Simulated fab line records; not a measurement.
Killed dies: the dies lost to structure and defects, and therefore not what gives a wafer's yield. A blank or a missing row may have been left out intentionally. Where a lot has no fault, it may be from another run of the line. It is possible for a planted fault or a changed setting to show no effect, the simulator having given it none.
Check of tool commonality -- flow nandHarc -- Sample size 13 lots and 39 wafers

== WHY IT WAS OPENED ==
Flagged at NHARC_A_ONON_D1_THK_MEAS_30: reading thkNm, on 2 of 13 lots. Wafers without a fault read 1001 nm, standard deviation 9.4.
Rule: a lot is flagged in two cases, either no wafer of it has a number, or all its wafers with numbers fall more than 4 standard deviations from that mean. As for the other lots, they are considered sound.

lot,measured,on,"thkNm (nm), wafer by wafer",flag
L910,day 9 11:31,filmMetro-01,987 989 988,
L913,day 10 19:03,filmMetro-01,995 992 994,
L915,day 11 17:55,filmMetro-02,1006 1004 1004,
L916,day 11 17:55,filmMetro-01,1005 1006 1005,
L917,day 12 14:01,filmMetro-01,1004 1006 1007,
L918,day 12 17:49,filmMetro-01,1530 1532 1530,FLAGGED
L920,day 13 16:22,filmMetro-02,1005 1005 1006,
L921,day 14 14:34,filmMetro-01,1006 1005 1006,
L922,day 14 14:46,filmMetro-02,1542 1543 1544,FLAGGED
L924,day 15 06:37,filmMetro-02,998 996 995,
L925,day 15 18:56,filmMetro-02,1009 1010 1010,
L929,day 17 11:35,filmMetro-01,994 994 996,
L930,day 17 17:54,filmMetro-01,1007 1006 1004,
Average over the flagged lots: 1537 nm; offset from the usual +536 nm, equal to +57 standard deviations.

== EACH LOT AND THE TOOL IT RAN ON ==
The record holds 2 process steps before the reading, out of a route of 1302 steps. Read each cell as the tool, then ch plus the chambers that the sampled wafers visited, then the start.
lot,flag,NHARC_A_ZERO_WELL_ETCH_19,NHARC_A_ONON_D1_DEP_28
L910,,"rieDiel-05 ch 0,1,3, day 7 19:17","pecvdOnon-04 ch 0, day 9 11:01"
L913,,"rieDiel-03 ch 1,2, day 9 07:59","pecvdOnon-02 ch 0, day 10 18:36"
L915,,"rieDiel-03 ch 1,2, day 10 02:08","pecvdOnon-02 ch 0, day 11 17:28"
L916,,"rieDiel-05 ch 0,2,3, day 10 08:36","pecvdOnon-04 ch 0, day 11 17:24"
L917,,"rieDiel-03 ch 0,1,3, day 11 04:09","pecvdOnon-04 ch 0, day 12 13:34"
L918,FLAGGED,"rieDiel-08 ch 0,1, day 11 06:50","pecvdOnon-04 ch 0, day 12 17:26"
L920,,"rieDiel-03 ch 2,3, day 12 05:53","pecvdOnon-02 ch 0, day 13 15:51"
L921,,"rieDiel-08 ch 0,1,3, day 12 23:31","pecvdOnon-02 ch 0, day 14 14:10"
L922,FLAGGED,"rieDiel-08 ch 0,1, day 12 23:44","pecvdOnon-04 ch 0, day 14 14:15"
L924,,"rieDiel-08 ch 1,2, day 13 18:26","pecvdOnon-01 ch 0, day 15 06:06"
L925,,"rieDiel-05 ch 1,2,3, day 14 08:50","pecvdOnon-02 ch 0, day 15 18:29"
L929,,"rieDiel-08 ch 0,1,3, day 15 23:19","pecvdOnon-01 ch 0, day 17 11:05"
L930,,"rieDiel-05 ch 0,1,2, day 16 03:23","pecvdOnon-02 ch 0, day 17 17:23"
These steps, and what they do:
- NHARC_A_ZERO_WELL_ETCH_19: etches the open film in N2/H2, target depth 80 nm, overetch 24 nm, time 87.88 s.
- NHARC_A_ONON_D1_DEP_28: target thk 1000 nm.
- NHARC_A_ONON_D1_THK_MEAS_30: measures by ellipsometry.

== FLAGGED AGAINST TOTAL, ONE TOOL AT A TIME (gauges that did the reading follow at the end) ==
step,tool,lots run,flagged,share of the flagged lots,sound lots run after its first flagged lot
NHARC_A_ZERO_WELL_ETCH_19,rieDiel-03,4,0,none,-
NHARC_A_ZERO_WELL_ETCH_19,rieDiel-05,4,0,none,-
NHARC_A_ZERO_WELL_ETCH_19,rieDiel-08,5,2,all,"3 (L921,L924,L929)"
NHARC_A_ONON_D1_DEP_28,pecvdOnon-01,2,0,none,-
NHARC_A_ONON_D1_DEP_28,pecvdOnon-02,6,0,none,-
NHARC_A_ONON_D1_DEP_28,pecvdOnon-04,5,2,all,0
NHARC_A_ONON_D1_THK_MEAS_30,filmMetro-01,8,1,some,"3 (L921,L929,L930)"
NHARC_A_ONON_D1_THK_MEAS_30,filmMetro-02,5,1,some,"2 (L924,L925)"

== THE TABLE: WHAT IT ALLOWS ==
Rows of the table that ran all the flagged lots, 2 in number: rieDiel-08 at NHARC_A_ZERO_WELL_ETCH_19; pecvdOnon-04 at NHARC_A_ONON_D1_DEP_28.
- rieDiel-08 at NHARC_A_ZERO_WELL_ETCH_19 ran 5 lots, 2 of them flagged. Sound lots followed the first flagged one (L921, L924, L929) on it, something a lasting fault affecting the whole tool could not allow.
- pecvdOnon-04 at NHARC_A_ONON_D1_DEP_28 ran 5 lots, 2 of them flagged. Its last sound lot is L917 (day 12 13:34), its first flagged lot L918 (day 12 17:26): a fault that began between those two fits.
One tool is left: pecvdOnon-04 at NHARC_A_ONON_D1_DEP_28.

== WHAT THE SIMULATOR PUT IN ==
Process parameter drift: pecvdOnon-04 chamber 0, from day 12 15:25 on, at NHARC_A_ONON_D1_DEP_28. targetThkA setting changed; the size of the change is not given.
Shown lots that were struck: L918, L922. The rule above reached the same finding.
